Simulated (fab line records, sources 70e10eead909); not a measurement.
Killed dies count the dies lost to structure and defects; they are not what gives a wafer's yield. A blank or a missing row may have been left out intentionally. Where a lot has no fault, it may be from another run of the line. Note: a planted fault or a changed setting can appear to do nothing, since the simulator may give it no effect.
Struck lot and sound lot, side by side ; flow nand-harc ; 12 steps out of a route of 1302
Sound: these wafers, L992.2, L992.3, L992.4. Wafers struck: L104.3, L104.5, L104.6. At the end, the cause is stated.
Order at every step that has rows: each side's tool, ch and its chambers, its first start. Under that, the readings that differ: sound wafers ; struck wafers ; difference of the means ; sigmas: that difference in standard deviations of wafers without a fault.
alike: a reading whose means differ by less than 2 such deviations, as well as words and numbers matching on both sides. not compared: withheld readings; readings where some wafer has no value; bounds like >300 that might hide an equal value; numbers whose values overlap and for which the record gives no deviation.
Wherever a step has rows on one side only, a row that says differs or no value, or a row with sigmas, the two part there. Non-overlapping numbers with no deviation appear without sigmas and do not part them. A reading that every wafer of one side lacks parts them only if that side has two wafers or more.

NHARC_A_STAIRCASE_DEP_322: deposits SiO2, target thk 7200 nm.
  sound on pecvd-03 ch 0,2, day 21 17:56; struck on pecvd-02 ch 0,2, day 26 14:42
  alike: heater-power-outer-w, heater-power-w
then, 1 step without rows for these wafers: NHARC_A_STAIRCASE_ANNEAL_323 (time 1800 s).
NHARC_A_STAIRCASE_DEP_325: deposits SiO2, target thk 7200 nm.
  sound on pecvd-02 ch 0,1, day 22 03:23; struck on pecvd-03 ch 0,1, day 26 23:01
  alike: heater-power-outer-w, heater-power-w
then, 6 steps without rows for these wafers: NHARC_A_STAIRCASE_ANNEAL_326 (time 1800 s); NHARC_A_STAIRCASE_DEHYDRATE_433 (time 120 s); NHARC_A_STAIRCASE_HMDS_434 (time 30 s); NHARC_A_STAIRCASE_COAT_435; NHARC_A_STAIRCASE_SOFTBAKE_436 (time 170 s); NHARC_A_STAIRCASE_EBR_437.
NHARC_A_STAIRCASE_EXPOSE_438: exposes mask STAIR REV.
  sound on krf-scanner-04 ch 0, day 22 14:05; struck on krf-scanner-02 ch 0, day 27 06:59
reading;sound;struck;difference;sigmas
exposure-dose-mJ-cm2;28.96 28.94 28.95;29.67 29.67 29.64;+0.71;+23
  alike: mask
then, 1 step without rows for these wafers: NHARC_A_STAIRCASE_PEB_439 (peb time 130 s).
-- break in the record here, with 6 days between the starts of the struck wafers on either side (left off in module A_STAIRCASE, picked up again in module END, where the first step shown is number 1302 on the route) --
NHARC_END_SORT_01:
  the record has rows for the struck wafers here (prober-01 ch 0, day 33 06:02) and none for the sound ones

== WHERE THEY PART ==
Last at NHARC_END_SORT_01 as far as this record goes, first at NHARC_A_STAIRCASE_EXPOSE_438.

WHY: what the simulator had put in
Process parameter drift: krf-scanner-02, from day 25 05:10 on, at NHARC_A_STAIRCASE_EXPOSE_438. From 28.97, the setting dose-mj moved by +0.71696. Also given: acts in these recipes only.
